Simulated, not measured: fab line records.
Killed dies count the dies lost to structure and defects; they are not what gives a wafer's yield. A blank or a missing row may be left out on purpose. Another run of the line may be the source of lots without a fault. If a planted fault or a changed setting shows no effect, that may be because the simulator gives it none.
Split-lot trial	flow n5Finfet	route with 1938 steps; 7 lots, 21 wafers read

SPLIT DETAILS
At N5_PASSIVATION_ETCH_59 (etches TaN in Cl2/BCl3, target depth 65 nm, time 34.9 s), the setting timeS was moved away from the recipe's 34.9 s on 5 of the 21 wafers read, by -19.2% to +7.4%. For the rest of the wafers, this setting stayed at what the recipe calls for.

The reading is taken at the split's own step.

THE READING
etch.depthNm (the simulator's own value, which no gauge read), in nm, at N5_PASSIVATION_ETCH_59 (etches TaN in Cl2/BCl3, target depth 65 nm, time 34.9 s). The file does not state a usual value for it. The 16 wafers here that ran the recipe average 65.72 nm, standard deviation 0.75 nm.

wafer	tool, chamber at the split	timeS as run, s	against the recipe	etch.depthNm, nm	against lot-mates on the recipe
L083.1	rieMetal-01, 0	32.79	-6.0%	61.13	-4.69
L083.3	rieMetal-01, 0	34.9	recipe	65.16	-
L083.6	rieMetal-01, 1	34.9	recipe	66.48	-
L086.2	rieMetal-03, 0	34.9	recipe	65.97	-
L086.4	rieMetal-03, 0	34.9	recipe	65.38	-
L086.6	rieMetal-03, 1	37.48	+7.4%	71.55	+5.88
L085.1	rieMetal-02, 0	34.9	recipe	65.2	-
L085.5	rieMetal-02, 1	34.9	recipe	66.68	-
L085.6	rieMetal-02, 0	34.9	recipe	65.49	-
L089.1	rieMetal-02, 0	34.9	recipe	65.88	-
L089.3	rieMetal-02, 1	34.9	recipe	66.35	-
L089.5	rieMetal-02, 0	34.9	recipe	65.51	-
L093.1	rieMetal-02, 1	34.9	recipe	66.47	-
L093.4	rieMetal-02, 1	37.44	+7.3%	70.92	+4.45
L093.6	rieMetal-02, 1	34.9	recipe	66.48	-
L096.1	rieMetal-01, 1	34.9	recipe	66.71	-
L096.3	rieMetal-01, 1	28.19	-19.2%	54.16	-12.55
L096.5	rieMetal-01, 1	28.19	-19.2%	53.32	-13.39
L079.1	rieMetal-03, 0	34.9	recipe	64.36	-
L079.2	rieMetal-03, 1	34.9	recipe	64.44	-
L079.3	rieMetal-03, 1	34.9	recipe	64.9	-

THE FIT
A straight line over all 21 wafers: etch.depthNm changes by +0.647 nm for each +1% of timeS; r = +0.98; the points scatter about the line by 0.78 nm.
The same after taking each lot's own level away (the mean of its wafers on the recipe; 21 wafers): +0.682 nm for each +1%; r = +0.99; scatter 0.49 nm.
According to that fit, moving timeS by its largest amount changes the reading by 13 nm.
The lots' own levels span 64.567 to 66.710 nm, that is 2.8 times the standard deviation above.
The two slopes agree, so the slope changes little with the lot-to-lot level.
Check: with one of the wafers moved furthest among these (-19.2%) left out of the fit, the line predicts -13.5 nm for it against its lot-mates. It came out at -12.5 nm against them.

THE FILE'S OWN FIT
etch.depthNm changes by +0.688 nm for each +1% of timeS, r = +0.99.
